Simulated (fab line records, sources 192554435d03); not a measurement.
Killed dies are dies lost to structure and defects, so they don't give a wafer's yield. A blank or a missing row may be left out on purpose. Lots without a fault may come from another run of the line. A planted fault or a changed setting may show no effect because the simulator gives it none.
Chamber matching | flow n5_finfet | N5_FIN_SAQP_ETCH_52 on rie_diel-06: 4 sister chambers
The step etches SOC in N2/H2, target depth 100 nm, overetch 20 nm, time 150 s. 33 wafers are shown with their chamber, then 12 later ones without.

WAFERS WITH THEIR CHAMBER
wafer  | chamber | drypump_motor_current_A (A) | throttle_valve_pct (%) | showerhead_plenum_p_Torr (Torr)
L074.1 | 3       | 5.4                         | 17.54                  | 2.59
L074.4 | 1       | 5.8                         | 18.03                  | 2.48
L074.5 | 2       | 6.8                         | 18.03                  | 2.55
L077.1 | 1       | 5.8                         | 18.03                  | 2.48
L077.5 | 3       | 5.4                         | 17.56                  | 2.59
L077.6 | 2       | 6.8                         | 18.04                  | 2.54
L078.1 | 2       | 6.8                         | 18.05                  | 2.54
L078.2 | 1       | 5.8                         | 18.02                  | 2.48
L078.3 | 3       | 5.5                         | 17.56                  | 2.59
L078.4 | 0       | 5.8                         | 17.80                  | 2.57
L078.5 | 2       | 6.8                         | 18.05                  | 2.54
L078.6 | 3       | 5.4                         | 17.56                  | 2.59
L080.1 | 2       | 6.9                         | 18.02                  | 2.54
L080.2 | 0       | 5.8                         | 17.79                  | 2.57
L080.5 | 3       | 5.4                         | 17.56                  | 2.59
L081.1 | 3       | 5.4                         | 17.59                  | 2.59
L081.2 | 0       | 5.8                         | 17.80                  | 2.57
L081.5 | 3       | 5.4                         | 17.58                  | 2.59
L082.2 | 0       | 5.7                         | 17.81                  | 2.57
L082.4 | 1       | 5.8                         | 18.03                  | 2.48
L082.5 | 0       | 5.8                         | 17.80                  | 2.57
L085.2 | 2       | 6.9                         | 18.08                  | 2.54
L085.5 | 0       | 5.7                         | 17.82                  | 2.57
L085.6 | 1       | 5.8                         | 18.05                  | 2.47
L086.1 | 0       | 5.8                         | 17.82                  | 2.56
L086.2 | 3       | 5.4                         | 17.61                  | 2.58
L086.3 | 2       | 6.8                         | 18.06                  | 2.53
L086.4 | 1       | 5.7                         | 18.07                  | 2.47
L086.5 | 1       | 5.7                         | 18.06                  | 2.47
L086.6 | 2       | 6.8                         | 18.06                  | 2.53
L087.3 | 1       | 5.8                         | 18.05                  | 2.47
L087.5 | 1       | 5.8                         | 18.06                  | 2.47
L087.6 | 2       | 6.9                         | 18.08                  | 2.53

SIGNATURES (means of the wafers above)
reading                  | chamber 0 | chamber 1 | chamber 2 | chamber 3 | scatter within a chamber
drypump_motor_current_A  | 5.771     | 5.778     | 6.833     | 5.413     | 0.0449
throttle_valve_pct       | 17.8057   | 18.0444   | 18.0522   | 17.5700   | 0.0185
showerhead_plenum_p_Torr | 2.5686    | 2.4744    | 2.5378    | 2.5888    | 0.00509
Rule: a wafer's distance from a chamber is the root of the sum, over the readings, of the square of ((its reading less the chamber's mean) divided by the reading's scatter). The wafer belongs to the nearest chamber; if the next one is less than 2 further off, it can't be placed. The scatter: the root of (the sum of the squares of (reading less its chamber's mean) over the shown wafers, divided by (wafers less chambers)).

WAFERS WITHOUT THEIR CHAMBER
wafer  | drypump_motor_current_A (A) | throttle_valve_pct (%) | showerhead_plenum_p_Torr (Torr)
L092.1 | 5.8                         | 17.83                  | 2.56
L092.2 | 5.8                         | 18.09                  | 2.47
L092.3 | 6.9                         | 18.08                  | 2.53
L092.4 | 5.4                         | 17.64                  | 2.58
L092.5 | 5.8                         | 17.84                  | 2.56
L092.6 | 5.8                         | 18.09                  | 2.47
L096.1 | 5.8                         | 17.85                  | 2.55
L096.2 | 5.8                         | 18.11                  | 2.46
L096.3 | 6.9                         | 18.11                  | 2.52
L096.4 | 5.4                         | 17.64                  | 2.57
L096.5 | 5.7                         | 17.85                  | 2.55
L096.6 | 6.9                         | 18.10                  | 2.53

WHICH CHAMBER EACH WENT THROUGH
wafer  | from the rows above | in truth
L092.1 | 0                   | 0
L092.2 | 1                   | 1
L092.3 | 2                   | 2
L092.4 | 3                   | 3
L092.5 | 0                   | 0
L092.6 | 1                   | 1
L096.1 | 0                   | 0
L096.2 | 1                   | 1
L096.3 | 2                   | 2
L096.4 | 3                   | 3
L096.5 | 0                   | 0
L096.6 | 2                   | 2
Placed correctly: 12 of 12. Can't be placed from these rows: 0. Placed wrongly: 0.
